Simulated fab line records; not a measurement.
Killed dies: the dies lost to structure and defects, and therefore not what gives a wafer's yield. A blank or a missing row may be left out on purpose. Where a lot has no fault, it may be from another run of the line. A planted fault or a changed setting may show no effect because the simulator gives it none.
Which tool did it?    flow nand-harc    36 wafers from 12 lots sampled at 7 of the route's 1159 steps

== WHAT THE GAUGES READ, wafer by wafer ==
NHARC_P_STI_INSPECT_11.
lot   measured     on                 raw-defect-count
L669  day 2 13:13  defect-inspect-02  4 7 1
L672  day 3 01:32  defect-inspect-01  8 7 8
L670  day 3 01:52  defect-inspect-01  3 2 5
L674  day 3 19:00  defect-inspect-02  3 3 6
L675  day 3 23:36  defect-inspect-02  5 4 2
L676  day 4 07:38  defect-inspect-01  4 6 2
L677  day 4 07:47  defect-inspect-02  6 4 6
L678  day 4 19:50  defect-inspect-02  5 9 5
L679  day 4 20:00  defect-inspect-01  0 3 3
L688  day 7 08:05  defect-inspect-01  5 9 7
L692  day 8 01:19  defect-inspect-01  7 6 11
L691  day 8 01:28  defect-inspect-02  6 4 6

NHARC_P_STI_CD_MEAS_16.
lot   measured     on         cd-nm (nm)
L669  day 2 13:47  cd-sem-03  198.0 197.3 197.8
L672  day 3 02:07  cd-sem-03  197.5 197.2 197.4
L670  day 3 02:26  cd-sem-03  203.2 200.0 201.7
L674  day 3 19:34  cd-sem-03  198.2 195.6 199.9
L675  day 4 00:10  cd-sem-02  197.1 197.9 196.1
L676  day 4 08:12  cd-sem-03  200.7 199.4 198.4
L677  day 4 08:22  cd-sem-02  200.0 198.3 198.2
L678  day 4 20:25  cd-sem-02  202.1 200.9 200.5
L679  day 4 20:37  cd-sem-01  199.2 197.6 198.4
L688  day 7 08:41  cd-sem-02  197.0 200.2 199.4
L692  day 8 01:53  cd-sem-02  200.1 198.1 199.8
L691  day 8 02:04  cd-sem-02  197.8 198.7 198.9

NHARC_P_STI_INSPECT_25.
lot   measured     on                 raw-defect-count
L669  day 3 19:31  defect-inspect-02  300 250 171
L672  day 4 12:03  defect-inspect-01  167 222 222
L670  day 4 12:04  defect-inspect-01  323 188 213
L674  day 4 23:52  defect-inspect-02  233 136 232
L675  day 4 23:52  defect-inspect-01  196 269 225
L676  day 5 11:05  defect-inspect-01  135 208 112
L677  day 5 11:05  defect-inspect-02  282 338 257
L678  day 6 00:23  defect-inspect-02  1278 1308 1481
L679  day 6 00:23  defect-inspect-01  1363 1592 1521
L688  day 8 16:38  defect-inspect-02  197 246 195
L692  day 9 08:12  defect-inspect-01  243 166 200
L691  day 9 08:12  defect-inspect-02  253 204 190

NHARC_P_GATE_INSPECT_28.
lot   measured      on                 raw-defect-count
L669  day 4 18:35   defect-inspect-02  3 7 6
L672  day 5 10:40   defect-inspect-02  7 1 4
L670  day 5 11:20   defect-inspect-02  8 15 17
L674  day 6 01:17   defect-inspect-01  10 3 7
L675  day 6 01:46   defect-inspect-02  4 8 13
L676  day 6 12:23   defect-inspect-02  4 4 6
L677  day 6 11:47   defect-inspect-02  8 9 7
L678  day 6 22:58   defect-inspect-02  1060 1067 1089
L679  day 6 22:09   defect-inspect-02  1080 1174 1107
L688  day 9 16:35   defect-inspect-01  9 4 5
L692  day 10 09:27  defect-inspect-02  6 3 6
L691  day 10 09:13  defect-inspect-01  3 4 4

NHARC_END_SORT_01.
lot   measured      on         killed-at-array  killed-at-other  killed-at-periphery  killed-dies  killed-open  killed-short
L678  day 21 09:38  prober-02  7 9 7            0 0 1            521 522 534          528 531 542  1 1 1        3 2 0
L679  day 21 10:02  prober-01  18 9 18          0 0 0            524 548 531          542 557 549  2 1 1        1 0 3

== WHAT TOOL EACH LOT RAN ON (gives the tool, then ch and the chambers of the sampled wafers, and finally the start) ==
lot   NHARC_P_STI_ETCH_31                           NHARC_P_STI_OXIDE_40
L669  rie-diel-13 ch 1,2, day 2 13:47 or earlier    furnace-02 ch 0, day 3 15:31
L672  rie-diel-02 ch 1,3, day 3 02:07 or earlier    furnace-02 ch 0, day 4 07:58
L670  rie-diel-03 ch 0,1, day 3 02:26 or earlier    furnace-02 ch 0, day 4 07:58
L674  rie-diel-03 ch 0,2, day 3 19:34 or earlier    furnace-02 ch 0, day 4 19:51
L675  rie-diel-13 ch 1,2,3, day 4 00:10 or earlier  furnace-02 ch 0, day 4 19:51
L676  rie-diel-02 ch 0,1,2, day 4 08:12 or earlier  furnace-04 ch 0, day 5 06:59
L677  rie-diel-13 ch 0,1,3, day 4 08:22 or earlier  furnace-04 ch 0, day 5 06:59
L678  rie-diel-03 ch 0,1,2, day 4 20:25 or earlier  furnace-04 ch 0, day 5 20:20
L679  rie-diel-02 ch 1,2, day 4 20:37 or earlier    furnace-04 ch 0, day 5 20:20
L688  rie-diel-03 ch 0,1,3, day 7 08:41 or earlier  furnace-05 ch 0, day 8 12:33
L692  rie-diel-02 ch 0,1,2, day 8 01:53 or earlier  furnace-05 ch 0, day 9 04:06
L691  rie-diel-13 ch 0,2, day 8 02:04 or earlier    furnace-05 ch 0, day 9 04:06
- NHARC_P_STI_ETCH_31: etches the open film in CF4/CHF3, target depth 108.9 nm, time 54.5 s.
- NHARC_P_STI_OXIDE_40: material SiO2, target thk 10 nm, ox time 1362 s.

== WHAT THE TOOLS THEMSELVES READ (means of the sampled wafers that have a number; where no wafer has one, the mark that the record gives instead) ==
NHARC_P_STI_ETCH_31.
lot   tool         chf3-flow-sccm (sccm)  drypump-motor-current-A (A)  oes-product-au (a.u.)  rf-vpp-V (V)  showerhead-plenum-p-Torr (Torr)  throttle-valve-pct (%)
L669  rie-diel-13  29.99                  5.9                          0.944                  371.8         1.59                             16.805
L672  rie-diel-02  29.95                  6.3                          0.968                  371.7         1.59                             16.811
L670  rie-diel-03  30.10                  6.0                          0.976                  371.3         1.60                             16.800
L674  rie-diel-03  30.05                  5.9                          0.969                  370.7         1.60                             16.816
L675  rie-diel-13  29.94                  6.0                          0.978                  372.9         1.63                             16.813
L676  rie-diel-02  29.97                  5.8                          0.961                  370.8         1.61                             16.795
L677  rie-diel-13  29.88                  6.2                          0.926                  372.4         1.64                             16.803
L678  rie-diel-03  30.05                  5.9                          0.969                  371.3         1.60                             16.796
L679  rie-diel-02  30.03                  5.9                          0.948                  372.0         1.63                             16.800
L688  rie-diel-03  30.01                  5.9                          0.954                  372.7         1.62                             16.794
L692  rie-diel-02  29.97                  5.8                          0.964                  371.4         1.61                             16.797
L691  rie-diel-13  29.98                  6.5                          0.976                  373.2         1.66                             16.797

NHARC_P_STI_OXIDE_40.
lot   tool        spike-tc-lower-C (C)
L669  furnace-02  899.7
L672  furnace-02  898.8
L670  furnace-02  899.2
L674  furnace-02  900.1
L675  furnace-02  899.4
L676  furnace-04  900.3
L677  furnace-04  901.0
L678  furnace-04  902.0
L679  furnace-04  901.6
L688  furnace-05  901.5
L692  furnace-05  902.2
L691  furnace-05  900.5

== THE ANSWER, worked out from the rows above alone ==
Rule: the usual values come from the lots themselves. Put in order of their means at a reading, lots are off if they are a third of the lots or fewer, leave a main group of 4 or more, and stand apart from it by a gap of 3 or more times the standard deviation of the main group's means; of several such gaps the widest counts. Not used: any main group whose means are identical at the precision the tables above print for the reading. A lot without any number at a reading at which 4 lots or more have one is off too. The other lots that the step has rows for count as sound. After the gauges, taken in route order, come the tools' own readings; for these a lot's mean is taken, as printed above. The first step at which some lot is off is used, and at that step the reading that is off furthest; a lot without a number counts as furthest.
Off: L678, L679, at NHARC_P_STI_INSPECT_25 (raw-defect-count). Mean 219 and standard deviation 34 in the main group.
If a tool, at a process step before that reading, ran all the lots that are off and no sound lot after the first of them, it fits. Gauges at NHARC_P_STI_INSPECT_25: tried the same way as those tools. NHARC_P_STI_ETCH_31 gives no start for some lots, so the hours and the order of its lots are those of NHARC_P_STI_CD_MEAS_16. One fits: furnace-04 at NHARC_P_STI_OXIDE_40. A fault onset in the window from L676 (day 5 06:59, its last sound lot) to L678 (day 5 20:20, its first lot off) fits.

== WHAT HAD BEEN PUT IN BY THE SIMULATOR ==
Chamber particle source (furnace-04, NHARC_P_STI_OXIDE_40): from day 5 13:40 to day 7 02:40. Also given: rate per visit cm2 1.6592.
Struck lots among those shown: L678, L679. The same result came from the rule above.
